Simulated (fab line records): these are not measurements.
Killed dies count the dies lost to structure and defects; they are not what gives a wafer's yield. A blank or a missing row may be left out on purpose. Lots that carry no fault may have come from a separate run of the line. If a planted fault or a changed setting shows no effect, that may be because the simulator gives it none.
A lot that was struck, set against a sound lot + flow n5-finfet + 39 steps out of a route of 1938
Sound: wafers L569.1, L569.2, L569.4. Struck: wafer L562.2. (L562.3 of the same lot was not struck and is left out.) The cause comes at the end.
Order at every step that has rows: each side's tool, ch and its chambers, its first start. Under that, the readings that differ: sound wafers + struck wafers + difference of the means + sigmas: that difference in standard deviations of wafers without a fault.
alike: a reading whose means differ by less than 2 such deviations, as well as words and numbers matching on both sides. not compared: withheld readings; readings where some wafer has no value; bounds like >300 that might hide an equal value; numbers whose values overlap and for which the record gives no deviation.
The two part at a step that has a row with sigmas, a row that says differs or no value, or rows on one side only. Numbers that have no deviation but don't overlap get no sigmas and don't part them. Lack of a reading on every wafer of one side parts them only where that side has two or more wafers.

first, 10 steps without rows for these wafers: N5_BEOL_M4_STRIP_36 (strips in N2/H2); N5_BEOL_M4_TRENCH_ETCH_37 (etches SiOC in C4F6/O2, target depth 55.555 nm, time 29.2 s); N5_BEOL_M4_ETCH_41 (etches SiCN in CH3F/O2, target depth 29.9 nm, time 52.5 s); N5_BEOL_M4_STRIP_97 (strips in N2/H2, time 10 s); N5_BEOL_M4_HM_STRIP_39 (strips TiN in peroxide tin strip, target depth 25 nm, time 158 s); N5_BEOL_M4_SRD_40 (time 30 s); N5_BEOL_M4_PRECLEAN_42 (cleans in residue remover, time 60 s); N5_BEOL_M4_SRD_43 (time 30 s); N5_BEOL_M4_DEGAS_44 (time 60 s); N5_BEOL_M4_PRE_CLEAN_45 (time 30 s).
N5_BEOL_M4_ALD_84: deposits TaN, pulse time 2 s, purge time 3 s, co reactant purge time 2 s.
  sound on ald-metal-02 ch 0,2,3, day 11 22:51; struck on ald-metal-03 ch 3, day 10 02:32
| reading    | sound    | struck | difference | sigmas |
|------------|----------|--------|------------|--------|
| ald-cycles | 30 30 30 | 20     | -10        |        |
  alike: heater-power-w
  not compared: susceptor-temp-C, model.TaN_of_BEOL_M4_ALD_84.thk-nm
then, 26 steps without rows for these wafers: N5_BEOL_M4_SURFACE_TREAT_85; N5_BEOL_M4_CVD_47 (deposits Co from CCTBA/H2, target thk 3 nm, time 223.8 s); N5_BEOL_M4_SPUTTER_48 (material Cu, target thk 4.5 nm, time 8.29 s); N5_BEOL_M4_ANNEAL_49 (time 240 s); N5_BEOL_M4_SPUTTER_79 (material Cu, target thk 4.5 nm, time 8.29 s); N5_BEOL_M4_ANNEAL_80 (time 240 s); N5_BEOL_M4_SPUTTER_81 (material Cu, target thk 4.5 nm, time 8.29 s); N5_BEOL_M4_ANNEAL_82 (time 240 s); N5_BEOL_M4_SPUTTER_86 (material Cu, target thk 4.5 nm, time 8.29 s); N5_BEOL_M4_ANNEAL_87 (time 240 s); N5_BEOL_M4_SPUTTER_88 (material Cu, target thk 4.5 nm, time 8.29 s); N5_BEOL_M4_ANNEAL_89 (time 240 s); N5_BEOL_M4_SPUTTER_90 (material Cu, target thk 4.5 nm, time 8.29 s); N5_BEOL_M4_ANNEAL_91 (time 240 s); N5_BEOL_M4_SPUTTER_92 (material Cu, target thk 4.5 nm, time 8.29 s); N5_BEOL_M4_ANNEAL_93 (time 240 s); N5_BEOL_M4_SPUTTER_94 (material Cu, target thk 4.5 nm, time 8.29 s); N5_BEOL_M4_ANNEAL_95 (time 240 s); N5_BEOL_M4_SPUTTER_96 (material Cu, target thk 4.5 nm, time 8.29 s); N5_BEOL_M4_ECD_50 (material Cu, target thk 300 nm); N5_BEOL_M4_ANNEAL_51 (time 90 s); N5_BEOL_M4_CMP_52 (polishes, stops on SiOC, t overpolish 6.8 s, target thk 40 nm); N5_BEOL_M4_PRE_CLEAN_60 (time 15 s); N5_BEOL_M4_CO_CAP_55 (material Co, precursor CCTBA/H2, target thk 2 nm, time 102.1 s); N5_BEOL_M4_PRE_CLEAN_56 (time 15 s); N5_BEOL_M4_DEP_57 (deposits SiCN from 3MS/NH3, target thk 8 nm, time 14 s).
N5_BEOL_M4_RC_MEAS_101:
  sound on prober-01 ch 0, day 12 02:33; struck on prober-01 ch 0, day 10 06:20
| reading                | sound                   | struck   | difference | sigmas |
|------------------------|-------------------------|----------|------------|--------|
| COMB_M4 (S/m)          | 5.1e-11 6.8e-11 3.9e-11 | 2.46e-10 | +1.93e-10  | +18    |
| COMB_M4_max_site (S/m) | 6.8e-11 8e-11 5.7e-11   | 3.58e-10 | +2.90e-10  | +15    |
| VT_P (mV)              | -252 -247 -252          | -243     | +7         | +2     |
  alike: DIBL_N, DIBL_P, IOFF_N, IOFF_P, ION_N, ION_P, SS_N, SS_P, VT_N
-- a jump in the record: the struck wafers' starts before and after are 5 days apart (it breaks off in module BEOL_M4 and resumes in module PASSIVATION, where the first step shown is number 1936 of the route) --
N5_PASSIVATION_PROBE_49:
  struck on prober-02, day 14 20:44; sound on prober-02, day 16 02:28
| reading                  | sound     | struck | difference | sigmas |
|--------------------------|-----------|--------|------------|--------|
| defect-limited-yield (%) | 93.4 92.7 | 83.3   | -9.8       | -7     |
| killed_at_M0_to_M3       | 24 28     | 44     | +18        | +2     |
| killed_at_M4_up          | 17 14     | 101    | +86        | +19    |
| killed-at-other          | 2 2       | 8      | +6         | +2     |
| killed-dies              | 78 86     | 197    | +115       | +7     |
| killed-on-rim            | 8 17      | 22     | +10        | +2     |
| killed-open              | 43 54     | 79     | +30        | +3     |
| sort_bin_4_leakage (%)   | 0 1.61    | 7.63   | +6.83      | +49    |
| sort_bin_5_function (%)  | 3.6 4.0   | 5.8    | +2.0       | +2     |
| sort-n-pass              | 1102 1075 | 980    | -108       | -7     |
| sort-yield-pct (%)       | 93.4 91.1 | 83.1   | -9.2       | -7     |
  alike: killed-at-contacts, killed-at-front-end, killed-short, sort_bin_6_memory

== WHERE THEY PART ==
Last at N5_PASSIVATION_PROBE_49 as far as this record goes, first at N5_BEOL_M4_RC_MEAS_101.

WHY: whatever the simulator had introduced
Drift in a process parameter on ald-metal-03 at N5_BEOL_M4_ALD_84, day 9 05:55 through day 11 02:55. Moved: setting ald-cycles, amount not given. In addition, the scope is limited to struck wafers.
